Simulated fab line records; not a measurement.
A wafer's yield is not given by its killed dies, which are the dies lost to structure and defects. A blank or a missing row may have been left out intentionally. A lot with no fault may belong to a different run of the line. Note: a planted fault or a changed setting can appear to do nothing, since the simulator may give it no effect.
Matching of chambers ; flow n5Finfet ; 3 sister chambers for N5_BEOL_M5_CURE_80 on uvCure-02
The step cures SiCOH lowk, time 120 s. 16 wafers are shown with their chamber, then 8 later ones without.

== WAFERS, EACH WITH ITS CHAMBER ==
wafer;chamber;lampPowerPct (%);wafer_temp_C_max
L075.1;1;52.23;371.3
L075.2;1;52.31;371.7
L075.5;1;52.35;371.8
L078.1;1;52.26;371.8
L078.3;1;52.29;371.8
L078.6;1;52.31;371.4
L083.3;2;52.43;372.0
L083.5;2;52.36;371.7
L083.6;2;52.34;370.9
L084.2;2;52.26;371.9
L084.4;2;52.25;371.1
L084.6;2;52.24;372.2
L087.1;2;52.35;371.4
L087.2;2;52.33;371.4
L087.3;2;52.27;371.3
L089.1;0;52.23;371.3

SIGNATURES (means of the wafers above)
reading;chamber 0;chamber 1;chamber 2;scatter within a chamber
lampPowerPct;52.2300;52.2917;52.3144;0.0562
wafer_temp_C_max;371.300;371.633;371.544;0.367
Rule: a wafer lies at a distance from a chamber equal to the root of the sum of squares, over the readings, of (its reading less the chamber's mean, divided by the reading's scatter). If the next closest chamber is less than 2 further off than the closest, the wafer can't be placed; otherwise it belongs to the closest. The scatter: the root of (the sum of the squares of (reading less its chamber's mean) over the shown wafers, divided by (wafers less chambers)).

== WAFERS WITHOUT THEIR CHAMBER ==
wafer;lampPowerPct (%);wafer_temp_C_max
L089.2;52.34;370.8
L089.3;52.28;371.3
L093.1;52.32;371.4
L093.5;52.36;371.3
L093.6;52.29;372.0
L094.2;52.40;372.0
L094.3;52.31;371.9
L094.6;52.33;372.2

== WHICH CHAMBER EACH ONE RAN IN ==
wafer;from the rows above;in truth
L089.2;can't be placed: 2 or 0 or 1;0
L089.3;can't be placed: 0 or 2 or 1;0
L093.1;can't be placed: 2 or 1 or 0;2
L093.5;can't be placed: 2 or 1 or 0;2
L093.6;can't be placed: 1 or 2 or 0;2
L094.2;can't be placed: 2 or 1 or 0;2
L094.3;can't be placed: 1 or 2 or 0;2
L094.6;can't be placed: 1 or 2 or 0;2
0 of 8 placed correctly. Can't be placed from these rows: 8 (the true chamber is among the candidates in 8). 0 placed wrongly.
